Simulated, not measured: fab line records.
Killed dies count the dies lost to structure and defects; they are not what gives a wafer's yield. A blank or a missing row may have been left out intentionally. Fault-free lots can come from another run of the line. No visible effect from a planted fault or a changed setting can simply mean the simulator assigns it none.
Matching of chambers | flow nandHarc | NHARC_A_STAIRCASE_DESCUM_443 on rieDiel-06: 4 sister chambers
The step chemistry O2, time 3 s. 22 wafers are shown with their chamber, then 11 later ones without.

## WAFERS, EACH WITH ITS CHAMBER
wafer  | chamber | showerheadPlenumPTorr (Torr) | drypumpMotorCurrentA (A) | oesProductAu (a.u.)
L074.3 | 3       | 1.99                         | 6.1                      | 0.996
L074.4 | 2       | 1.95                         | 6.2                      | 1.000
L074.5 | 3       | 1.99                         | 6.1                      | 0.998
L076.2 | 2       | 1.95                         | 6.1                      | 1.002
L076.3 | 3       | 1.99                         | 6.1                      | 1.001
L076.6 | 3       | 1.99                         | 6.1                      | 0.989
L076.1 | 0       | 1.87                         | 5.2                      | 0.995
L076.4 | 1       | 1.98                         | 5.9                      | 0.987
L076.5 | 2       | 1.95                         | 6.1                      | 0.998
L080.2 | 1       | 1.98                         | 5.9                      | 0.978
L080.3 | 0       | 1.87                         | 5.3                      | 0.993
L080.5 | 2       | 1.95                         | 6.1                      | 1.001
L080.1 | 2       | 1.95                         | 6.1                      | 1.005
L080.4 | 3       | 1.99                         | 6.1                      | 0.982
L080.6 | 1       | 1.98                         | 5.9                      | 0.984
L082.1 | 2       | 1.95                         | 6.1                      | 1.011
L082.3 | 3       | 1.99                         | 6.1                      | 1.001
L082.5 | 2       | 1.95                         | 6.1                      | 1.010
L084.2 | 3       | 1.99                         | 6.1                      | 0.992
L084.3 | 1       | 1.97                         | 5.9                      | 0.995
L084.6 | 3       | 1.99                         | 6.1                      | 1.004
L084.1 | 0       | 1.87                         | 5.2                      | 0.989

SIGNATURES (averages over the wafers above)
reading               | chamber 0 | chamber 1 | chamber 2 | chamber 3 | scatter within a chamber
showerheadPlenumPTorr | 1.8700    | 1.9775    | 1.9500    | 1.9900    | 0.00204
drypumpMotorCurrentA  | 5.233     | 5.900     | 6.114     | 6.100     | 0.0291
oesProductAu          | 0.99233   | 0.98600   | 1.00386   | 0.99538   | 0.00622
Rule: a wafer lies at a distance from a chamber equal to the root of the sum of squares, over the readings, of (its reading less the chamber's mean, divided by the reading's scatter). If the next closest chamber is less than 2 further off than the closest, the wafer can't be placed; otherwise it belongs to the closest. The scatter is the square root of a quotient: the sum, over the shown wafers, of each reading's squared deviation from its chamber's mean, divided by wafers minus chambers.

## WAFERS WHOSE CHAMBER IS MISSING
wafer  | showerheadPlenumPTorr (Torr) | drypumpMotorCurrentA (A) | oesProductAu (a.u.)
L084.4 | 1.95                         | 6.2                      | 1.002
L084.5 | 1.87                         | 5.2                      | 0.982
L089.4 | 1.87                         | 5.2                      | 0.997
L089.5 | 1.99                         | 6.1                      | 0.999
L089.6 | 1.97                         | 5.8                      | 0.979
L092.1 | 1.97                         | 5.9                      | 0.982
L092.3 | 1.87                         | 5.2                      | 0.996
L092.5 | 1.87                         | 5.2                      | 0.997
L091.1 | 1.87                         | 5.2                      | 1.005
L091.3 | 1.98                         | 6.1                      | 0.997
L091.6 | 1.87                         | 5.2                      | 0.988

## THE CHAMBER EACH PASSED THROUGH
wafer  | from the rows above | in truth
L084.4 | 2                   | 2
L084.5 | 0                   | 0
L089.4 | 0                   | 0
L089.5 | 3                   | 3
L089.6 | 1                   | 1
L092.1 | 1                   | 1
L092.3 | 0                   | 0
L092.5 | 0                   | 0
L091.1 | 0                   | 0
L091.3 | 3                   | 3
L091.6 | 0                   | 0
Correct placement for 11 of the 11. Not placeable from these rows: 0. Wrongly placed: 0.
